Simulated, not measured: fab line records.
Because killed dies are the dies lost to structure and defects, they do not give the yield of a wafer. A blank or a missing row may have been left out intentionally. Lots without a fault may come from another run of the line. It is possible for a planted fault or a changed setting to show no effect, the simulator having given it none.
3 desks looking at one fault | flow nand harc | every desk sees just its own numbers, and what lay behind them comes last

## TOOL OWNER'S DESK, litho track-04
The tool's own readings at NHARC_A_BLC_PEB_08 (peb time 65 s): means of the sampled wafers that have a number, for each lot that ran on this tool. If a lot's mean is further than 4 standard deviations from the usual mean, the lot is out of limits and carries the mark OUT (the distance appears in the brackets).
Columns: A = exhaust pa at NHARC_A_BLC_PEB_08, usual 44.9 Pa; B = heater power total W at NHARC_A_BLC_PEB_08, usual 156.6 W; C = plate temp C at NHARC_A_BLC_PEB_08, usual 99.97 C
lot  | first seen here | A    | B     | C
L890 | day 17 10:37    | 44.0 | 156.3 | 99.94
L891 | day 17 12:20    | 45.2 | 156.5 | 99.96
L894 | day 18 05:49    | 46.4 | 156.4 | 99.79
L895 | day 19 02:46    | 45.1 | 156.0 | 99.98
L900 | day 20 00:26    | 43.5 | 156.5 | 100.12
L909 | day 22 11:08    | 44.4 | 155.1 | 99.30 (-5.2) OUT
L911 | day 22 17:14    | 45.0 | 155.5 | 99.23 (-5.7) OUT
This desk's finding: out of limits on L909, L911; first on L909, day 22 11:08 (plate temp C at NHARC_A_BLC_PEB_08). L890, L891, L894, L895, L900 stayed within limits.

## AT THE METROLOGY DESK
Lot by lot, what the gauges showed, no matter which tool ran the lot: averages of those sampled wafers that carry a number. If a lot's mean is further than 4 standard deviations from the usual mean, the lot is out of limits and carries the mark OUT (the distance appears in the brackets).
Columns: A = cd nm at NHARC_A_BLC_CD_MEAS_10, usual 100.0 nm
lot  | first seen here | A
L890 | day 17 10:42    | 100.4
L891 | day 17 12:25    | 99.2
L894 | day 18 05:55    | 100.5
L893 | day 18 17:00    | 100.0
L895 | day 19 02:51    | 99.9
L899 | day 19 12:20    | 100.3
L898 | day 19 12:30    | 100.4
L900 | day 20 00:31    | 100.2
L909 | day 22 11:13    | 97.5 (-5.3) OUT
L911 | day 22 17:20    | 97.6 (-5.1) OUT
L913 | day 22 19:41    | 99.9
This desk's finding: out of limits on L909, L911; first on L909, day 22 11:13 (cd nm at NHARC_A_BLC_CD_MEAS_10). L890, L891, L894, L893, L895, L899, L898, L900, L913 stayed within limits.

## THE DEFECT DESK
What the inspections along the route counted, lot by lot: means of the sampled wafers that have a number. If a lot's mean is further than 4 standard deviations from the usual mean, the lot is out of limits and carries the mark OUT (the distance appears in the brackets).
Columns: A = raw defect count at NHARC_A_CONTACT_INSPECT_23, usual 412
lot  | first seen here | A
L890 | day 17 10:11    | 320
L891 | day 17 11:54    | 309
L894 | day 18 05:23    | 399
L893 | day 18 16:37    | 483
L895 | day 19 02:20    | 443
L899 | day 19 11:58    | 440
L898 | day 19 11:58    | 376
L900 | day 20 00:01    | 290
L909 | day 22 10:42    | 693
L911 | day 22 16:56    | 304
L913 | day 22 19:11    | 391
This desk's verdict: no lot among the 11 shows anything out of limits.

## TAKEN TOGETHER
On L909, L911, at day 22 11:08, an alarm was possible from the tool owner's desk.
Metrology desk: alarm possible at day 22 11:13 on L909, L911.
No out-of-limits result turned up at the defect desk.
The defect desk has L909, L911 on record, within its limits.
On litho track-04, each named lot ran NHARC_A_BLC_PEB_08.

## WHAT HAD BEEN PUT IN BY THE SIMULATOR
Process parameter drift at NHARC_A_BLC_PEB_08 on litho track-04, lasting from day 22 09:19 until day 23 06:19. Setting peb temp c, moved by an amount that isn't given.
Lots struck among those shown: L909, L911.
Fault start to first reading out of limits, in hours, per desk: tool owner, 2; metrology, 2.
